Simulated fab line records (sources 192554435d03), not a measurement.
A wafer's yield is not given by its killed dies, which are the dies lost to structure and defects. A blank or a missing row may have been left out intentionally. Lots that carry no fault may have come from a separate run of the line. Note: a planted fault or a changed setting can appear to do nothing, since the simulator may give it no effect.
Matching of chambers	flow n5 finfet	N5_SDB_DESCUM_16 on rie diel-03 has 4 sister chambers
The step chemistry O2, time 7.9 s. 14 wafers are shown with their chamber, then 7 later ones without.

EACH WAFER AND ITS CHAMBER
wafer	chamber	drypump motor current A (A)	throttle valve pct (%)	rf vpp V (V)
L074.3	3	6.6	20.16	245.1
L074.5	1	5.7	20.67	243.4
L074.6	2	5.7	20.76	240.6
L077.2	2	5.7	20.77	241.4
L077.5	1	5.7	20.66	244.9
L077.6	2	5.7	20.77	241.3
L083.3	1	5.7	20.70	243.9
L083.5	1	5.7	20.69	243.4
L083.6	2	5.8	20.79	241.4
L088.1	0	5.3	20.56	241.2
L088.5	1	5.7	20.72	244.6
L088.6	2	5.7	20.32	244.7
L093.1	3	6.6	20.21	245.5
L093.2	1	5.7	20.72	244.4

SIGNATURES, as means of the wafers listed above
reading	chamber 0	chamber 1	chamber 2	chamber 3	scatter within a chamber
drypump motor current A	5.300	5.700	5.720	6.600	0.0283
throttle valve pct	20.5600	20.6933	20.6820	20.1850	0.13
rf vpp V	241.200	244.100	241.880	245.300	1.12
Rule: for each reading, subtract the chamber's mean from the wafer's reading, divide by that reading's scatter and square the result; add these up over the readings and take the root, which gives the wafer's distance from the chamber. The wafer belongs to the nearest chamber; if the next one is less than 2 further off, it can't be placed. The scatter: take each reading less its chamber's mean, square it, sum over the shown wafers, divide by the number of wafers less the number of chambers, and take the root.

WAFERS WITHOUT THEIR CHAMBER
wafer	drypump motor current A (A)	throttle valve pct (%)	rf vpp V (V)
L093.4	5.3	20.58	240.0
L095.3	6.6	20.22	245.3
L095.5	5.3	20.59	242.2
L095.6	6.6	20.22	243.3
L097.2	5.3	20.59	241.6
L097.3	6.6	20.23	243.5
L097.5	6.6	20.22	244.7

WHICH CHAMBER EACH ONE RAN IN
wafer	from the rows above	in truth
L093.4	0	0
L095.3	3	3
L095.5	0	0
L095.6	3	3
L097.2	0	0
L097.3	3	3
L097.5	3	3
Placed correctly: 7 of 7. From these rows, 0 cannot be placed. Wrongly placed: 0.
